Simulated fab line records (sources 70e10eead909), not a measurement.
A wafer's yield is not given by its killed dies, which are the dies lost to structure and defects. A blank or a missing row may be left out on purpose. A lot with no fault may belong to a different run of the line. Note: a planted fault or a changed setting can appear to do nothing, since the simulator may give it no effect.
fab line records -- flow nandHarc -- part 2 of 2: steps 22 to 31 of 31
[record] lots = 5, wafers = 15, lastDay = 35
route steps=1302 shown A_STAIRCASE@889 A_SGD_CUT@890
lots that met no fault: taken from a fault-free run of the same line
startH: the number of hours between the record's first day and the start of the first shown wafer of the lot -- waitH: time in hours since the lot's previous step -- " the same as in the row above -- L1.1+2: one row covering several wafers at once -- - either no value or no given start -- * or withheld: withheld -- < > ~ a bound
route shown NAME@n: names a module that has steps shown in the file, with the first one's number in the route -- usual: mean/standard deviation taken from wafers without a fault -- same: alike in all rows -- chamber/n: place in a boat -- sites: the reading at each site -- _std_site: the standard deviation of these -- _edge_site: mean of outer sites minus mean of inner sites -- radiusMm: for every site, how far away it sits from the centre of the wafer -- mask NAME#n: copy n -- behind: the last tool/chamber to shape the wafer -- hold: why the lot went on hold/how many hours it stayed there/how the hold came to an end -- device: the n, p or np transistor that did not switch -- end of line: tests run on the same wafers once the route is complete -- a step given without rows: its recipe and nothing more -- killed: dies that structure and defects cost at the first sort, which is not the same as the wafer's yield -- map: the dies of a wafer, with x for killed, . for not killed, _ for no die there
set.NAME: setting as actually run; set.NAME@STEP: the setting as run at that earlier step -- model.NAME: the simulator's own value behind a step, which no gauge read
lots seen at some steps along the route; tables by step, rows by wafer
services: a tool's chamber out of use, with start hour (startH, from the record's first day; less than 0 if before it), hours out, and reason
[[steps]]
[step NHARC_A_SGD_CUT_STRIP_17]
[recipe] o2FlowSccm = 500, arFlowSccm = 0, biasW = 0, chemistry = O2
[usual] drypumpMotorCurrentA = 5.6/0.43, o2FlowSccm = 499.8/1.3, oesProductAu = 1.002/0.0092, rfVppV = 57.6/0.84, showerheadPlenumPTorr = 3.50/0.18, throttleValvePct = 17.037/0.0099
lot.wafer,tool,chamber,startH,waitH,drypumpMotorCurrentA,o2FlowSccm,oesProductAu,rfHoursCounterH,rfVppV,showerheadPlenumPTorr,throttleValvePct
L077.4,rieDiel-02,2,-,-,5.7,499.1,1.009,2,59.0,3.73,17.033
L077.5,rieDiel-02,0,-,-,5.1,497.1,0.983,-,57.8,3.69,17.031
L077.6,rieDiel-02,1,-,-,5.2,500.8,1.002,-,58.6,3.67,17.048
L078.4,rieDiel-02,0,-,-,5.1,498.4,0.991,4,58.0,3.69,17.048
L078.5,rieDiel-02,3,-,-,5.8,500.7,1.010,-,58.5,3.78,17.028
L078.6,rieDiel-02,0,-,-,5.1,499.4,0.988,-,58.0,3.69,17.026
L081.3,rieDiel-13,0,-,-,5.5,500.1,0.999,14,56.8,3.42,17.029
L081.2,rieDiel-13,3,-,-,6.2,499.4,0.992,11,56.9,3.31,17.023
L081.6,rieDiel-13,1,-,-,5.4,500.6,1.003,-,55.8,3.33,17.054
L083.3,rieDiel-13,2,-,-,5.0,497.5,1.005,0,57.1,3.35,17.042
L083.1,rieDiel-13,3,-,-,6.3,500.5,1.008,0,57.8,3.31,17.043
L083.4,rieDiel-13,1,-,-,5.4,499.1,1.002,0,58.9,3.33,17.037
L097.1,rieDiel-13,3,-,-,6.3,499.1,0.994,11,56.0,3.30,17.044
L097.6,rieDiel-13,3,-,-,6.3,502.0,1.009,-,57.5,3.30,17.054
L097.5,rieDiel-13,0,-,-,5.5,499.3,0.997,-,58.4,3.41,17.049
[step NHARC_A_SGD_CUT_PRECLEAN_18]
[recipe] timeS = *, tempC = 50, bathAgeMin = 0, chemistry = SC1
lot.wafer,tool,chamber,startH,waitH
L077.4+6+5,wetBench-02,"3,5,6",458.86,-
L078.6+5+4,wetBench-06,"3,5,7",467.12,-
L081.3+6+2,wetBench-02,"3,6,7",498.31,-
L083.3+4+1,wetBench-05,"0,2,3",530.79,-
L097.5+6+1,wetBench-05,"1,3,4",673.09,-
[step NHARC_A_SGD_CUT_SRD_19]
lot.wafer,tool,chamber,startH,waitH
L077.4+6+5,wetBench-02,"3,5,6",-,-
L078.6+5+4,wetBench-06,"3,5,7",-,-
L081.3+6+2,wetBench-02,"3,6,7",-,-
L083.3+4+1,wetBench-05,"0,2,3",-,-
L097.5+6+1,wetBench-05,"1,3,4",-,-
[step NHARC_A_SGD_CUT_DEP_20]
[recipe] targetThkA = 1500, tempC = 65, material = SiO2
lot.wafer,tool,chamber,startH,waitH
L077.4+5+6,fcvd-01,"0,1,0",459.08,-
L078.4+6+5,fcvd-02,"0,1,0",467.33,-
L081.2+3+6,fcvd-01,"0,1,1",498.45,-
L083.1+3+4,fcvd-01,"1,0,1",530.96,-
L097.1+5+6,fcvd-01,"0,1,0",673.37,-
[step NHARC_A_SGD_CUT_ANNEAL_27]
[recipe] tempC = 450, timeS = 1800
[usual] spikeTcLowerC = 449.5/1.2, spikeTcTopC = 477.5/1.5, spikeTcUpperC = 449.0/1.1, zonePowerLowerPct = 5.2/0.33
lot.wafer,tool,chamber,startH,waitH,spikeTcLowerC,spikeTcTopC,spikeTcUpperC,zonePowerLowerPct
L077.4,furnace-05,0,463.78,4.7,449.9,480.0,448.9,5.3
L077.5,furnace-05,0,463.78,4.7,452.2,479.4,450.1,5.3
L077.6,furnace-05,0,463.78,4.7,450.2,477.7,450.8,5.3
L078.4,furnace-04,0,471.56,4.2,449.5,478.1,448.6,4.9
L078.5,furnace-04,0,471.56,4.2,449.2,476.9,449.5,5.0
L078.6,furnace-04,0,471.56,4.2,446.8,476.4,448.8,4.9
L081.2,furnace-04,0,503.55,5.1,447.8,476.7,448.7,5.0
L081.3,furnace-04,0,503.55,5.1,448.8,477.2,449.0,5.0
L081.6,furnace-04,0,503.55,5.1,448.0,475.0,448.3,5.0
L083.1,furnace-05,0,536.10,5.1,448.6,478.9,447.5,5.4
L083.3,furnace-05,0,536.10,5.1,449.6,480.7,447.5,5.3
L083.4,furnace-05,0,536.10,5.1,449.2,479.3,449.7,5.3
L097.1,furnace-08,0,676.92,3.5,452.3,474.7,448.7,5.9
L097.5,furnace-08,0,676.92,3.5,450.9,474.5,448.4,6.0
L097.6,furnace-08,0,676.92,3.5,451.5,475.8,446.2,6.0
[step NHARC_A_SGD_CUT_CMP_21]
[recipe] targetThkNm = 148.19
[usual] motorCurrentA = 12.6/0.86, slurryFilterDpKPa = 13.51/0.14, timeToEndpointS = 50.1/2.7
lot.wafer,tool,chamber,startH,waitH,motorCurrentA,slurryFilterDpKPa,timeToEndpointS
L077.4,cmp-01,0,465.28,0.4,12.8,13.51,50.8
L077.6,cmp-01,3,465.28,0.4,13.6,13.63,55.9
L077.5,cmp-01,0,465.28,0.4,13.2,13.61,49.8
L078.4,cmp-01,3,473.04,0.4,12.8,13.52,51.6
L078.6,cmp-01,1,473.04,0.4,12.3,13.38,50.4
L078.5,cmp-01,2,473.04,0.4,13.1,13.75,51.9
L081.3,cmp-01,1,505.02,0.4,13.2,13.60,49.0
L081.2,cmp-01,2,505.02,0.4,13.2,13.52,48.7
L081.6,cmp-01,1,505.02,0.4,12.7,13.46,48.9
L083.3,cmp-02,2,537.56,0.4,11.9,13.31,53.1
L083.1,cmp-02,0,537.56,0.4,12.8,13.72,52.2
L083.4,cmp-02,1,537.56,0.4,11.4,13.59,49.9
L097.1,cmp-02,1,678.44,0.4,11.2,13.47,50.3
L097.5,cmp-02,2,678.44,0.4,11.5,13.56,53.7
L097.6,cmp-02,3,678.44,0.4,13.3,13.50,51.5
[step NHARC_A_SGD_CUT_THK_MEAS_22]
[recipe] thkMeasGauge = ellipsometry
[usual] thkNm = 148.1/1.5
lot.wafer,tool,chamber,startH,waitH,thkNm
L077.4,filmMetro-01,-,465.51,0.2,148.8
L077.5,filmMetro-01,-,465.51,0.2,148.8
L077.6,filmMetro-01,-,465.51,0.2,151.3
L078.4,filmMetro-01,-,473.25,0.2,150.2
L078.5,filmMetro-01,-,473.25,0.2,149.0
L078.6,filmMetro-01,-,473.25,0.2,148.8
L081.2,filmMetro-01,-,505.25,0.2,148.2
L081.3,filmMetro-01,-,505.25,0.2,148.5
L081.6,filmMetro-01,-,505.25,0.2,147.9
L083.1,filmMetro-01,-,537.81,0.2,149.1
L083.3,filmMetro-01,-,537.81,0.2,149.3
L083.4,filmMetro-01,-,537.81,0.2,147.2
L097.1,filmMetro-02,-,678.62,0.2,148.0
L097.5,filmMetro-02,-,678.62,0.2,146.1
L097.6,filmMetro-02,-,678.62,0.2,147.8
[step NHARC_A_SGD_CUT_SRD_23]
lot.wafer,tool,chamber,startH,waitH
L077.4+5+6,wetBench-02,"3,5,7",465.56,0.0
L078.5+4+6,wetBench-02,"0,3,5",473.29,0.0
L081.3+2+6,wetBench-05,"0,3,5",505.29,0.0
L083.3+1+4,wetBench-05,"1,4,5",537.86,0.0
L097.5+1+6,wetBench-06,"2,5,7",678.66,0.0
[step NHARC_A_SGD_CUT_ETCH_26]
[recipe] targetDepthA = 458, chemistry = dHF, material = SiO2
lot.wafer,tool,chamber,startH,waitH
L077.4+5+6,wetBench-02,"3,5,7",465.58,0.0
L078.5+4+6,wetBench-02,"0,3,5",473.31,0.0
L081.3+2+6,wetBench-05,"0,3,5",505.31,0.0
L083.3+1+4,wetBench-05,"1,4,5",537.88,0.0
L097.5+1+6,wetBench-06,"2,5,7",678.68,0.0
[step NHARC_A_SGD_CUT_ETCHBACK_24]
[recipe] targetDepthA = 500, overEtchFrac = 0.3, timeS = 92.857, ionEnergyEv = 120, ch3fFlowSccm = 50, o2FlowSccm = 30, arFlowSccm = 200, rfW = 500, biasW = 100, chemistry = CH3F/O2
[usual] drypumpMotorCurrentA = 5.6/0.42, o2FlowSccm = 30.01/0.086, oesProductAu = 0.97/0.036, rfVppV = 244.3/1.9, showerheadPlenumPTorr = 2.46/0.12, throttleValvePct = 20.663/0.0087
lot.wafer,tool,chamber,startH,waitH,drypumpMotorCurrentA,o2FlowSccm,oesProductAu,rfHoursCounterH,rfVppV,showerheadPlenumPTorr,throttleValvePct
L077.4,rieDiel-02,2,465.78,0.2,5.7,29.93,0.94,3,247.3,2.60,20.679
L077.5,rieDiel-02,3,465.78,0.2,5.8,30.05,0.93,-,247.1,2.64,20.663
L077.6,rieDiel-02,0,465.78,0.2,5.1,30.05,0.92,-,244.4,2.58,20.663
L078.4,rieDiel-13,2,473.53,0.2,5.1,30.14,0.92,12,242.8,2.33,20.664
L078.6,rieDiel-13,0,473.53,0.2,5.5,29.96,0.93,-,245.2,2.38,20.674
L078.5,rieDiel-13,1,473.53,0.2,5.4,30.05,0.94,-,243.3,2.31,20.668
L081.3,rieDiel-07,3,505.48,0.2,6.4,29.97,0.93,1,242.3,2.39,20.671
L081.2,rieDiel-07,1,505.48,0.2,5.9,30.06,0.93,2,243.0,2.38,20.657
L081.6,rieDiel-07,3,505.48,0.2,6.4,29.91,0.93,-,244.6,2.39,20.661
L083.4,rieDiel-02,3,538.03,0.1,5.9,30.00,1.00,7,246.5,2.64,20.664
L083.3,rieDiel-02,0,538.03,0.1,5.1,29.89,0.98,7,244.5,2.58,20.655
L083.1,rieDiel-02,2,538.03,0.1,5.7,29.92,0.99,6,246.9,2.60,20.665
L097.1,rieDiel-13,1,678.88,0.2,5.4,30.13,0.92,9,241.3,2.31,20.659
L097.5,rieDiel-13,2,678.88,0.2,5.0,30.03,0.92,-,242.4,2.33,20.662
L097.6,rieDiel-13,3,678.88,0.2,6.2,29.98,0.93,-,242.5,2.30,20.673
[[services]]
tool,chamber,startH,hours,kind
wetBench-05,-,436.80,8.0,pm
fcvd-01,0,447.89,5.1,repair
arfiScanner-01,-,473.86,1.2,repair
wetBench-05,-,481.53,3.7,repair
lithoTrack-01,-,505.00,7.0,pm
rieDiel-13,-,519.00,9.0,pm
fcvd-01,-,520.36,0.6,repair
fcvd-01,-,525.98,0.6,repair
lithoTrack-06,-,529.00,7.0,pm
arfiScanner-01,-,532.84,0.7,repair
rieDiel-02,1,541.87,8.5,repair
fcvd-01,-,547.00,13.0,pm
rieDiel-13,0,547.53,12.4,repair
rieDiel-02,3,548.17,3.1,repair
rieDiel-02,-,548.86,0.5,repair
rieDiel-13,2,549.59,6.3,repair
lithoTrack-04,-,553.00,7.0,pm
rieDiel-02,-,570.76,9.0,pm
wetBench-02,-,596.00,8.0,pm
rieDiel-13,1,610.55,9.0,repair
wetBench-05,-,612.80,8.0,pm
rieDiel-02,1,623.55,5.7,repair
wetBench-02,-,630.02,5.9,repair
rieDiel-02,2,642.31,16.2,repair
